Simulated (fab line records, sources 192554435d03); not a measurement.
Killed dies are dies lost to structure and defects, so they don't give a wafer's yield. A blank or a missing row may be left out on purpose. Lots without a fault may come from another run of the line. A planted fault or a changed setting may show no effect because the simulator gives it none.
Chamber matching | flow n5_finfet | N5_SDB_CMP_30 on cmp-04: 4 sister chambers
The step polishes, stops on poly-Si, t overpolish 1.54 s, target thk 30 nm. 8 wafers are shown with their chamber, then 11 later ones without.

WAFERS WITH THEIR CHAMBER
wafer  | chamber | motor_current_A (A) | head_pressure_psi (psi)
L081.2 | 3       | 14.2                | 4.138
L089.1 | 0       | 12.0                | 4.143
L089.2 | 1       | 14.6                | 4.154
L089.3 | 2       | 13.0                | 4.154
L092.1 | 2       | 12.4                | 4.158
L092.2 | 1       | 14.5                | 4.144
L092.5 | 0       | 11.6                | 4.150
L093.1 | 3       | 13.6                | 4.148

WAFERS WITHOUT THEIR CHAMBER
wafer  | motor_current_A (A) | head_pressure_psi (psi)
L093.4 | 12.1                | 4.178
L093.5 | 12.1                | 4.159
L094.1 | 13.9                | 4.137
L094.5 | 13.9                | 4.149
L094.6 | 12.8                | 4.154
L096.3 | 11.8                | 4.147
L096.4 | 13.5                | 4.159
L096.6 | 12.1                | 4.157
L097.3 | 11.6                | 4.150
L097.4 | 13.1                | 4.164
L097.5 | 13.9                | 4.165

WHICH CHAMBER EACH WENT THROUGH
wafer  | from the rows above          | in truth
L093.4 | can't be placed: 2 or 0      | 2
L093.5 | can't be placed: 2 or 0      | 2
L094.1 | can't be placed: 3 or 1      | 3
L094.5 | can't be placed: 3 or 1      | 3
L094.6 | 2                            | 2
L096.3 | 0                            | 0
L096.4 | can't be placed: 2 or 3 or 1 | 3
L096.6 | can't be placed: 2 or 0      | 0
L097.3 | 0                            | 0
L097.4 | 2                            | 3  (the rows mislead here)
L097.5 | can't be placed: 1 or 3 or 2 | 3
Placed correctly: 3 of 11. Can't be placed from these rows: 7 (the true chamber is among the candidates in 7). Placed wrongly: 1.
How it was worked out, from the rows above alone: a wafer's distance from a chamber is the root of the sum, over the readings, of the square of ((its reading less the chamber's mean) divided by the reading's scatter). The wafer belongs to the nearest chamber; if the next one is less than 2 further off, it can't be placed. A chamber's mean is the mean of its shown wafers. The scatter: the root of (the sum of the squares of (reading less its chamber's mean) over the shown wafers, divided by (wafers less chambers)).
